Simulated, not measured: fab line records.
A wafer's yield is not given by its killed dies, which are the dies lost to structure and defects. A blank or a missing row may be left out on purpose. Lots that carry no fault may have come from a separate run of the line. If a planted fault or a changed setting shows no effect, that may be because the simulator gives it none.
Which tool was responsible? :: flow n5 finfet :: 12 lots, 36 wafers sampled, at 5 steps of a route of 1938

WHAT THE GAUGES READ, wafer by wafer
N5_BEOL_M6_INSPECT_13: inspects for defects (brightfield).
lot: L075
measured: day 8 13:08
on: defect inspect-01
raw defect count: 480 398 470

lot: L076
measured: day 9 01:02
on: defect inspect-01
raw defect count: 375 291 466

lot: L080
measured: day 9 10:05
on: defect inspect-01
raw defect count: 537 479 382

lot: L081
measured: day 10 06:34
on: defect inspect-02
raw defect count: 336 345 453

lot: L083
measured: day 10 16:35
on: defect inspect-02
raw defect count: 350 327 293

lot: L084
measured: day 11 02:54
on: defect inspect-02
raw defect count: 278 266 297

lot: L087
measured: day 11 17:40
on: defect inspect-01
raw defect count: 308 328 312

lot: L088
measured: day 12 06:14
on: defect inspect-01
raw defect count: 271 260 451

lot: L091
measured: day 12 13:28
on: defect inspect-01
raw defect count: 399 390 476

lot: L093
measured: day 13 09:00
on: defect inspect-01
raw defect count: 280 363 436

lot: L095
measured: day 14 04:06
on: defect inspect-01
raw defect count: 446 337 366

lot: L097
measured: day 14 10:07
on: defect inspect-01
raw defect count: 395 332 411

EACH LOT AND THE TOOL THAT RAN IT (in order: tool; ch and the chambers of the sampled wafers; start)
lot: L075
N5_BEOL_M5_SPUTTER_83: pvd sputter-03, day 8 08:37
N5_BEOL_M5_ANNEAL_89: pvd sputter-03, day 8 09:47
N5_BEOL_M5_CMP_52: cmp-04 ch 0,1, day 8 11:28
N5_BEOL_M6_HM_DEP_02: pvd sputter-01, day 8 12:43

lot: L076
N5_BEOL_M5_SPUTTER_83: pvd sputter-01, day 8 19:19
N5_BEOL_M5_ANNEAL_89: pvd sputter-01, day 8 20:28
N5_BEOL_M5_CMP_52: cmp-03 ch 1,2, day 8 22:00
N5_BEOL_M6_HM_DEP_02: pvd sputter-03, day 9 00:29

lot: L080
N5_BEOL_M5_SPUTTER_83: pvd sputter-02, day 9 04:25
N5_BEOL_M5_ANNEAL_89: pvd sputter-02, day 9 05:35
N5_BEOL_M5_CMP_52: cmp-03 ch 0,1,3, day 9 07:06
N5_BEOL_M6_HM_DEP_02: pvd sputter-03, day 9 09:32

lot: L081
N5_BEOL_M5_SPUTTER_83: pvd sputter-03, day 10 01:13
N5_BEOL_M5_ANNEAL_89: pvd sputter-03, day 10 02:22
N5_BEOL_M5_CMP_52: cmp-04 ch 0,2,3, day 10 03:55
N5_BEOL_M6_HM_DEP_02: pvd sputter-01, day 10 06:09

lot: L083
N5_BEOL_M5_SPUTTER_83: pvd sputter-02, day 10 11:34
N5_BEOL_M5_ANNEAL_89: pvd sputter-02, day 10 12:44
N5_BEOL_M5_CMP_52: cmp-03 ch 1,2, day 10 14:16
N5_BEOL_M6_HM_DEP_02: pvd sputter-01, day 10 16:01

lot: L084
N5_BEOL_M5_SPUTTER_83: pvd sputter-02, day 10 21:10
N5_BEOL_M5_ANNEAL_89: pvd sputter-02, day 10 22:20
N5_BEOL_M5_CMP_52: cmp-03 ch 0,2,3, day 10 23:59
N5_BEOL_M6_HM_DEP_02: pvd sputter-01, day 11 02:21

lot: L087
N5_BEOL_M5_SPUTTER_83: pvd sputter-03, day 11 12:24
N5_BEOL_M5_ANNEAL_89: pvd sputter-03, day 11 13:34
N5_BEOL_M5_CMP_52: cmp-04 ch 1,3, day 11 15:08
N5_BEOL_M6_HM_DEP_02: pvd sputter-02, day 11 17:14

lot: L088
N5_BEOL_M5_SPUTTER_83: pvd sputter-02, day 12 00:49
N5_BEOL_M5_ANNEAL_89: pvd sputter-02, day 12 01:59
N5_BEOL_M5_CMP_52: cmp-04 ch 1,2, day 12 03:43
N5_BEOL_M6_HM_DEP_02: pvd sputter-02, day 12 05:49

lot: L091
N5_BEOL_M5_SPUTTER_83: pvd sputter-02, day 12 08:44
N5_BEOL_M5_ANNEAL_89: pvd sputter-02, day 12 09:54
N5_BEOL_M5_CMP_52: cmp-04 ch 0,2,3, day 12 11:29
N5_BEOL_M6_HM_DEP_02: pvd sputter-01, day 12 12:55

lot: L093
N5_BEOL_M5_SPUTTER_83: pvd sputter-02, day 13 03:37
N5_BEOL_M5_ANNEAL_89: pvd sputter-02, day 13 04:47
N5_BEOL_M5_CMP_52: cmp-03 ch 0,1,3, day 13 06:25
N5_BEOL_M6_HM_DEP_02: pvd sputter-03, day 13 08:27

lot: L095
N5_BEOL_M5_SPUTTER_83: pvd sputter-01, day 13 23:10
N5_BEOL_M5_ANNEAL_89: pvd sputter-01, day 14 00:20
N5_BEOL_M5_CMP_52: cmp-02 ch 0,3, day 14 01:50
N5_BEOL_M6_HM_DEP_02: pvd sputter-02, day 14 03:40

lot: L097
N5_BEOL_M5_SPUTTER_83: pvd sputter-03, day 14 02:25
N5_BEOL_M5_ANNEAL_89: pvd sputter-03, day 14 03:35
N5_BEOL_M5_CMP_52: cmp-04 ch 1,2, day 14 05:24
N5_BEOL_M6_HM_DEP_02: pvd sputter-01, day 14 09:34
- N5_BEOL_M5_SPUTTER_83: material Cu, target thk 15 nm, time 27.62 s.
- N5_BEOL_M5_ANNEAL_89: time 1800 s.
- N5_BEOL_M5_CMP_52: polishes, stops on SiCOH lowk, t overpolish 6.9 s, target thk 62 nm.
- N5_BEOL_M6_HM_DEP_02: deposits TiN, target thk 20 nm.

THE ANSWER, worked out from the rows above alone
Rule: the lots themselves supply what counts as usual. Put in order of their means at a reading, lots are off if they are a third of the lots or fewer, leave a main group of 4 or more, and stand apart from it by a gap of 3 or more times the standard deviation of the main group's means; of several such gaps the widest counts. The tables above print the reading to a certain number of digits; a main group whose means all agree to those digits is not used. A lot without any number at a reading at which 4 lots or more have one is off too. Any other lot the step has rows for is counted as sound.
No lot is off on any of the readings shown, so nothing can be concluded from this.

WHAT WAS PUT IN BY THE SIMULATOR
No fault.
